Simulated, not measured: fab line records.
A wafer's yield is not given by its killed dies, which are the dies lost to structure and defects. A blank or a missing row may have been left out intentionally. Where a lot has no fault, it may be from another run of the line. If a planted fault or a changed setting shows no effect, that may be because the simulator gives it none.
Matching of chambers    flow n5 finfet    4 sister chambers for N5_BEOL_M5_STRIP_64 on rie diel-05
The step strips in CF4. 14 wafers are shown with their chamber, then 7 later ones without.

EACH WAFER AND ITS CHAMBER
wafer   chamber  showerhead plenum p Torr (Torr)  throttle valve pct (%)  oes product au (a.u.)
L077.2  1        1.82                             13.28                   0.82
L077.3  2        1.80                             13.05                   0.85
L077.6  2        1.80                             13.05                   0.85
L079.1  3        1.84                             13.41                   0.91
L079.4  2        1.80                             13.04                   0.85
L079.5  0        1.74                             13.66                   0.77
L081.2  0        1.74                             13.67                   0.76
L081.3  3        1.84                             13.43                   0.92
L081.6  1        1.82                             13.28                   0.82
L082.3  0        1.74                             13.67                   0.76
L082.5  0        1.74                             13.67                   0.76
L082.6  2        1.80                             13.06                   0.85
L089.1  1        1.81                             13.32                   0.79
L089.3  0        1.73                             13.72                   0.74

SIGNATURES, as means of the wafers listed above
reading                   chamber 0  chamber 1  chamber 2  chamber 3  scatter within a chamber
showerhead plenum p Torr  1.7380     1.8167     1.8000     1.8400     0.00383
throttle valve pct        13.6780    13.2933    13.0500    13.4200    0.0194
oes product au            0.7580     0.8100     0.8500     0.9150     0.0106
Rule: for a wafer and a chamber, the distance is found by dividing, reading by reading, the gap between the wafer's reading and the chamber's mean by the reading's scatter, squaring, summing and taking the root. The wafer belongs to the nearest chamber; if the next one is less than 2 further off, it can't be placed. The scatter: take each reading less its chamber's mean, square it, sum over the shown wafers, divide by the number of wafers less the number of chambers, and take the root.

WAFERS WHOSE CHAMBER IS MISSING
wafer   showerhead plenum p Torr (Torr)  throttle valve pct (%)  oes product au (a.u.)
L089.5  1.79                             13.10                   0.83
L090.4  1.79                             13.11                   0.82
L090.5  1.73                             13.71                   0.74
L090.6  1.81                             13.32                   0.79
L092.1  1.83                             13.49                   0.87
L092.2  1.81                             13.34                   0.79
L092.3  1.79                             13.11                   0.82

THE CHAMBER EACH PASSED THROUGH
wafer   from the rows above  in truth
L089.5  2                    2
L090.4  2                    2
L090.5  0                    0
L090.6  1                    1
L092.1  3                    3
L092.2  1                    1
L092.3  2                    2
Correct placement for 7 of the 7. Can't be placed from these rows: 0. Wrongly placed: 0.
